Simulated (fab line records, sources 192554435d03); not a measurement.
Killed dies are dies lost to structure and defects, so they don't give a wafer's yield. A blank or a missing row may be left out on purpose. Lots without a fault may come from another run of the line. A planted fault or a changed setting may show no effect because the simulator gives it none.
Which tool did it? | flow n5_finfet | 24 lots, 72 wafers sampled, at 6 steps of a route of 1938

WHAT THE GAUGES READ, wafer by wafer
N5_BEOL_M5_INSPECT_30: inspects for defects (brightfield).
lot  | measured     | on                | raw_defect_count
L074 | day 8 14:20  | defect_inspect-02 | 397 439 457
L075 | day 9 09:23  | defect_inspect-01 | 539 457 578
L076 | day 9 18:55  | defect_inspect-01 | 357 397 451
L077 | day 9 19:05  | defect_inspect-02 | 329 317 362
L079 | day 9 19:08  | defect_inspect-01 | 204 433 345
L078 | day 10 02:26 | defect_inspect-02 | 359 407 473
L080 | day 10 04:15 | defect_inspect-02 | 364 382 314
L081 | day 10 07:27 | defect_inspect-01 | 500 405 384
L083 | day 10 21:59 | defect_inspect-02 | 548 669 594
L082 | day 11 06:41 | defect_inspect-01 | 475 310 335
L084 | day 11 17:47 | defect_inspect-02 | 332 392 396
L086 | day 11 23:41 | defect_inspect-01 | 312 403 352
L085 | day 12 02:23 | defect_inspect-02 | 352 436 566
L087 | day 12 05:24 | defect_inspect-01 | 342 548 331
L088 | day 12 10:16 | defect_inspect-02 | 387 406 421
L090 | day 13 04:13 | defect_inspect-01 | 417 423 577
L091 | day 13 07:09 | defect_inspect-02 | 620 584 485
L089 | day 13 07:43 | defect_inspect-02 | 401 410 416
L092 | day 13 15:42 | defect_inspect-02 | 302 423 369
L093 | day 13 15:32 | defect_inspect-02 | 566 339 414
L094 | day 14 09:56 | defect_inspect-01 | 557 389 302
L096 | day 14 09:53 | defect_inspect-02 | 333 314 255
L095 | day 14 10:06 | defect_inspect-01 | 341 267 333
L097 | day 15 10:40 | defect_inspect-02 | 482 593 407

WHICH TOOL RAN EACH LOT (tool, then ch and the chambers of the sampled wafers, then the start)
lot  | N5_BEOL_M4_SPUTTER_88        | N5_BEOL_M4_ANNEAL_89         | N5_BEOL_M4_SPUTTER_96        | N5_BEOL_M4_PRE_CLEAN_60          | N5_BEOL_M5_ETCH_62
L074 | pvd_sputter-02, day 8 08:38  | pvd_sputter-02, day 8 08:43  | pvd_sputter-02, day 8 09:31  | cvd_co-02 ch 0,1,2, day 8 10:22  | rie_diel-01 ch 1,2,3, day 8 13:35
L075 | pvd_sputter-03, day 9 02:23  | pvd_sputter-03, day 9 02:28  | pvd_sputter-03, day 9 03:16  | cvd_co-01 ch 0,2, day 9 04:06    | rie_diel-01 ch 0,2,3, day 9 07:24
L076 | pvd_sputter-02, day 9 09:01  | pvd_sputter-02, day 9 09:06  | pvd_sputter-02, day 9 09:54  | cvd_co-01 ch 0,1,2, day 9 10:44  | rie_diel-04 ch 0,3, day 9 16:58
L077 | pvd_sputter-01, day 9 12:54  | pvd_sputter-01, day 9 12:59  | pvd_sputter-01, day 9 13:53  | cvd_co-02 ch 1,2, day 9 14:43    | rie_diel-03 ch 0,2, day 9 17:41
L079 | pvd_sputter-02, day 9 13:43  | pvd_sputter-02, day 9 13:47  | pvd_sputter-02, day 9 14:35  | cvd_co-01 ch 1,2, day 9 15:26    | rie_diel-04 ch 0,1,2, day 9 18:22
L078 | pvd_sputter-01, day 9 14:58  | pvd_sputter-01, day 9 15:04  | pvd_sputter-01, day 9 15:58  | cvd_co-02 ch 0,1,2, day 9 16:50  | rie_diel-04 ch 1,2, day 9 20:43
L080 | pvd_sputter-03, day 9 18:30  | pvd_sputter-03, day 9 18:35  | pvd_sputter-03, day 9 19:23  | cvd_co-02 ch 0,1, day 9 20:28    | rie_diel-01 ch 0,1,2, day 10 03:06
L081 | pvd_sputter-01, day 10 00:56 | pvd_sputter-01, day 10 01:01 | pvd_sputter-01, day 10 01:55 | cvd_co-01 ch 0,1, day 10 03:02   | rie_diel-04 ch 0,1,3, day 10 06:35
L083 | pvd_sputter-03, day 10 15:57 | pvd_sputter-03, day 10 16:02 | pvd_sputter-03, day 10 16:50 | cvd_co-01 ch 1,2, day 10 17:39   | rie_diel-01 ch 1,2, day 10 20:53
L082 | pvd_sputter-02, day 11 00:40 | pvd_sputter-02, day 11 00:45 | pvd_sputter-02, day 11 01:33 | cvd_co-01 ch 0,1, day 11 02:22   | rie_diel-01 ch 0,1,2, day 11 05:50
L084 | pvd_sputter-03, day 11 10:47 | pvd_sputter-03, day 11 10:52 | pvd_sputter-03, day 11 11:40 | cvd_co-01 ch 0,1,2, day 11 12:30 | rie_diel-04 ch 1,2,3, day 11 16:22
L086 | pvd_sputter-02, day 11 16:35 | pvd_sputter-02, day 11 16:40 | pvd_sputter-02, day 11 17:28 | cvd_co-01 ch 0,1,2, day 11 18:17 | rie_diel-04 ch 0,2,3, day 11 21:57
L085 | pvd_sputter-03, day 11 18:53 | pvd_sputter-03, day 11 18:58 | pvd_sputter-03, day 11 19:46 | cvd_co-01 ch 0,1,2, day 11 20:35 | rie_diel-04 ch 0,1,2, day 12 01:31
L087 | pvd_sputter-01, day 11 23:37 | pvd_sputter-01, day 11 23:43 | pvd_sputter-01, day 12 00:37 | cvd_co-01 ch 1,2, day 12 01:27   | rie_diel-01 ch 0,1,2, day 12 04:34
L088 | pvd_sputter-02, day 12 02:34 | pvd_sputter-02, day 12 02:38 | pvd_sputter-02, day 12 03:26 | cvd_co-02 ch 1,2, day 12 04:16   | rie_diel-04 ch 1,2,3, day 12 07:54
L090 | pvd_sputter-02, day 12 20:59 | pvd_sputter-02, day 12 21:04 | pvd_sputter-02, day 12 21:52 | cvd_co-01 ch 0,1,2, day 12 22:41 | rie_diel-04 ch 0,1,2, day 13 02:11
L091 | pvd_sputter-03, day 13 00:38 | pvd_sputter-03, day 13 00:43 | pvd_sputter-03, day 13 01:31 | cvd_co-01 ch 0,1,2, day 13 02:20 | rie_diel-04 ch 0,1, day 13 06:04
L089 | pvd_sputter-01, day 13 00:50 | pvd_sputter-01, day 13 00:56 | pvd_sputter-01, day 13 01:50 | cvd_co-01 ch 1,2, day 13 02:40   | rie_diel-03 ch 0,1, day 13 06:22
L092 | pvd_sputter-01, day 13 06:45 | pvd_sputter-01, day 13 06:50 | pvd_sputter-01, day 13 07:44 | cvd_co-02 ch 0,2, day 13 08:44   | rie_diel-03 ch 0,2, day 13 13:53
L093 | pvd_sputter-02, day 13 06:49 | pvd_sputter-02, day 13 06:54 | pvd_sputter-02, day 13 07:42 | cvd_co-02 ch 0,2, day 13 08:31   | rie_diel-01 ch 1,2,3, day 13 13:40
L094 | pvd_sputter-01, day 14 01:09 | pvd_sputter-01, day 14 01:14 | pvd_sputter-01, day 14 02:08 | cvd_co-02 ch 0,1, day 14 03:18   | rie_diel-01 ch 0,2,3, day 14 07:23
L096 | pvd_sputter-02, day 14 03:50 | pvd_sputter-02, day 14 03:55 | pvd_sputter-02, day 14 04:43 | cvd_co-01 ch 0,2, day 14 05:33   | rie_diel-01 ch 0,2,3, day 14 08:18
L095 | pvd_sputter-01, day 14 04:07 | pvd_sputter-01, day 14 04:13 | pvd_sputter-01, day 14 05:07 | cvd_co-01 ch 0,1,2, day 14 05:56 | rie_diel-01 ch 1,2,3, day 14 08:52
L097 | pvd_sputter-02, day 15 02:01 | pvd_sputter-02, day 15 02:06 | pvd_sputter-02, day 15 02:54 | cvd_co-01 ch 0,2, day 15 04:01   | rie_diel-04 ch 1,2,3, day 15 07:21
- N5_BEOL_M4_SPUTTER_88: material Cu, target thk 4.5 nm, time 8.29 s.
- N5_BEOL_M4_ANNEAL_89: time 240 s.
- N5_BEOL_M4_SPUTTER_96: material Cu, target thk 4.5 nm, time 8.29 s.
- N5_BEOL_M4_PRE_CLEAN_60: time 15 s.
- N5_BEOL_M5_ETCH_62: etches SOC in N2/H2, target depth 75 nm, overetch 15 nm, time 112.5 s.

WHAT THE TOOLS THEMSELVES READ (means of the sampled wafers that have a number; where no wafer has one, the mark that the record gives instead)
N5_BEOL_M4_SPUTTER_88.
lot  | tool           | chamber_pressure_pa (Pa) | throttle_valve_pct (%)
L074 | pvd_sputter-02 | 0.06999                  | 30.7
L075 | pvd_sputter-03 | 0.07009                  | 29.6
L076 | pvd_sputter-02 | 0.07000                  | 30.4
L077 | pvd_sputter-01 | 0.06997                  | 30.1
L079 | pvd_sputter-02 | 0.06991                  | 30.8
L078 | pvd_sputter-01 | 0.07002                  | 30.5
L080 | pvd_sputter-03 | 0.06996                  | 30.1
L081 | pvd_sputter-01 | 0.07001                  | 30.8
L083 | pvd_sputter-03 | 0.07005                  | 30.1
L082 | pvd_sputter-02 | 0.06990                  | 30.8
L084 | pvd_sputter-03 | 0.07004                  | 30.3
L086 | pvd_sputter-02 | 0.06996                  | 30.6
L085 | pvd_sputter-03 | 0.06989                  | 30.0
L087 | pvd_sputter-01 | 0.07004                  | 30.6
L088 | pvd_sputter-02 | 0.07001                  | 30.2
L090 | pvd_sputter-02 | 0.06999                  | 31.2
L091 | pvd_sputter-03 | 0.06993                  | 29.8
L089 | pvd_sputter-01 | 0.06992                  | 30.4
L092 | pvd_sputter-01 | 0.07000                  | 29.9
L093 | pvd_sputter-02 | 0.07007                  | 30.6
L094 | pvd_sputter-01 | 0.06997                  | 30.4
L096 | pvd_sputter-02 | 0.07003                  | 31.0
L095 | pvd_sputter-01 | 0.07008                  | 30.5
L097 | pvd_sputter-02 | 0.07006                  | 31.3

N5_BEOL_M4_ANNEAL_89.
lot  | tool           | heater_power_w (W)
L074 | pvd_sputter-02 | 834
L075 | pvd_sputter-03 | 803
L076 | pvd_sputter-02 | 783
L077 | pvd_sputter-01 | 891
L079 | pvd_sputter-02 | 771
L078 | pvd_sputter-01 | 817
L080 | pvd_sputter-03 | 799
L081 | pvd_sputter-01 | 850
L083 | pvd_sputter-03 | 794
L082 | pvd_sputter-02 | 756
L084 | pvd_sputter-03 | 802
L086 | pvd_sputter-02 | 824
L085 | pvd_sputter-03 | 784
L087 | pvd_sputter-01 | 918
L088 | pvd_sputter-02 | 793
L090 | pvd_sputter-02 | 809
L091 | pvd_sputter-03 | 813
L089 | pvd_sputter-01 | 1007
L092 | pvd_sputter-01 | 806
L093 | pvd_sputter-02 | 829
L094 | pvd_sputter-01 | 807
L096 | pvd_sputter-02 | 806
L095 | pvd_sputter-01 | 826
L097 | pvd_sputter-02 | 802

N5_BEOL_M4_SPUTTER_96.
lot  | tool           | chamber_pressure_pa (Pa) | throttle_valve_pct (%)
L074 | pvd_sputter-02 | 0.07                     | 30.9
L075 | pvd_sputter-03 | 0.07                     | 29.6
L076 | pvd_sputter-02 | 0.07                     | 30.3
L077 | pvd_sputter-01 | 0.07                     | 30.0
L079 | pvd_sputter-02 | 0.07                     | 30.7
L078 | pvd_sputter-01 | 0.07                     | 30.4
L080 | pvd_sputter-03 | 0.07                     | 30.1
L081 | pvd_sputter-01 | 0.07                     | 30.9
L083 | pvd_sputter-03 | 0.07                     | 30.1
L082 | pvd_sputter-02 | 0.07                     | 30.8
L084 | pvd_sputter-03 | 0.07                     | 30.1
L086 | pvd_sputter-02 | 0.07                     | 30.8
L085 | pvd_sputter-03 | 0.07                     | 29.9
L087 | pvd_sputter-01 | 0.07                     | 30.6
L088 | pvd_sputter-02 | 0.07                     | 30.0
L090 | pvd_sputter-02 | 0.07                     | 31.2
L091 | pvd_sputter-03 | 0.07                     | 29.6
L089 | pvd_sputter-01 | 0.07                     | 30.5
L092 | pvd_sputter-01 | 0.07                     | 29.7
L093 | pvd_sputter-02 | 0.07                     | 30.7
L094 | pvd_sputter-01 | 0.07                     | 30.4
L096 | pvd_sputter-02 | 0.07                     | 31.1
L095 | pvd_sputter-01 | 0.07                     | 30.2
L097 | pvd_sputter-02 | 0.07                     | 31.5

N5_BEOL_M4_PRE_CLEAN_60.
lot  | tool      | heater_power_w (W)
L074 | cvd_co-02 | 81
L075 | cvd_co-01 | 84
L076 | cvd_co-01 | 75
L077 | cvd_co-02 | 97
L079 | cvd_co-01 | 68
L078 | cvd_co-02 | 80
L080 | cvd_co-02 | 74
L081 | cvd_co-01 | 69
L083 | cvd_co-01 | 74
L082 | cvd_co-01 | 78
L084 | cvd_co-01 | 76
L086 | cvd_co-01 | 76
L085 | cvd_co-01 | 77
L087 | cvd_co-01 | 67
L088 | cvd_co-02 | 88
L090 | cvd_co-01 | 77
L091 | cvd_co-01 | 76
L089 | cvd_co-01 | 75
L092 | cvd_co-02 | 90
L093 | cvd_co-02 | 88
L094 | cvd_co-02 | 66
L096 | cvd_co-01 | 84
L095 | cvd_co-01 | 77
L097 | cvd_co-01 | 84

N5_BEOL_M5_ETCH_62.
lot  | tool        | drypump_motor_current_A (A) | oes_product_au (a.u.) | rf_vpp_V (V) | showerhead_plenum_p_Torr (Torr) | throttle_valve_pct (%)
L074 | rie_diel-01 | 5.4                         | 0.69                  | 522.9        | 2.49                            | 17.6
L075 | rie_diel-01 | 5.5                         | 0.73                  | 525.0        | 2.58                            | 17.5
L076 | rie_diel-04 | 6.1                         | 0.63                  | 524.3        | 2.57                            | 18.1
L077 | rie_diel-03 | 5.0                         | 0.69                  | 526.9        | 2.64                            | 17.5
L079 | rie_diel-04 | 5.2                         | 0.63                  | 523.5        | 2.52                            | 17.9
L078 | rie_diel-04 | 5.3                         | 0.60                  | 521.7        | 2.50                            | 17.8
L080 | rie_diel-01 | 5.3                         | 0.68                  | 523.6        | 2.53                            | 17.8
L081 | rie_diel-04 | 5.8                         | 0.64                  | 523.7        | 2.56                            | 18.0
L083 | rie_diel-01 | 5.2                         | 0.62                  | 521.6        | 2.43                            | 18.0
L082 | rie_diel-01 | 5.3                         | 0.67                  | 523.2        | 2.52                            | 17.8
L084 | rie_diel-04 | 5.6                         | 0.58                  | 522.6        | 2.50                            | 18.0
L086 | rie_diel-04 | 5.5                         | 0.61                  | 523.0        | 2.52                            | 18.0
L085 | rie_diel-04 | 5.2                         | 0.61                  | 523.2        | 2.51                            | 17.9
L087 | rie_diel-01 | 5.3                         | 0.65                  | 523.7        | 2.52                            | 17.8
L088 | rie_diel-04 | 5.6                         | 0.58                  | 522.5        | 2.50                            | 18.0
L090 | rie_diel-04 | 5.3                         | 0.61                  | 523.0        | 2.51                            | 17.9
L091 | rie_diel-04 | 5.4                         | 0.65                  | 525.1        | 2.56                            | 17.9
L089 | rie_diel-03 | 5.2                         | 0.65                  | 526.6        | 2.61                            | 17.6
L092 | rie_diel-03 | 5.0                         | 0.67                  | 526.7        | 2.63                            | 17.5
L093 | rie_diel-01 | 5.4                         | 0.64                  | 522.8        | 2.47                            | 17.7
L094 | rie_diel-01 | 5.5                         | 0.67                  | 525.3        | 2.57                            | 17.5
L096 | rie_diel-01 | 5.5                         | 0.67                  | 524.6        | 2.57                            | 17.6
L095 | rie_diel-01 | 5.4                         | 0.64                  | 522.8        | 2.47                            | 17.7
L097 | rie_diel-04 | 5.6                         | 0.64                  | 525.4        | 2.60                            | 17.9

THE ANSWER, worked out from the rows above alone
Rule: what is usual is taken from the lots themselves. Put in order of their means at a reading, lots are off if they are a third of the lots or fewer, leave a main group of 4 or more, and stand apart from it by a gap of 3 or more times the standard deviation of the main group's means; of several such gaps the widest counts. A main group whose means are all the same, to the digits that the tables above print for the reading, isn't used. A lot without any number at a reading at which 4 lots or more have one is off too. The other lots that the step has rows for count as sound. The gauges are gone through in route order, then the tools' own readings, and for those a lot's mean is taken as printed above. The first step at which some lot is off is used, and at that step the reading that is off furthest; a lot without a number counts as furthest.
No lot is off at any reading shown: from this, nothing can be told.

WHAT THE SIMULATOR HAD PUT IN
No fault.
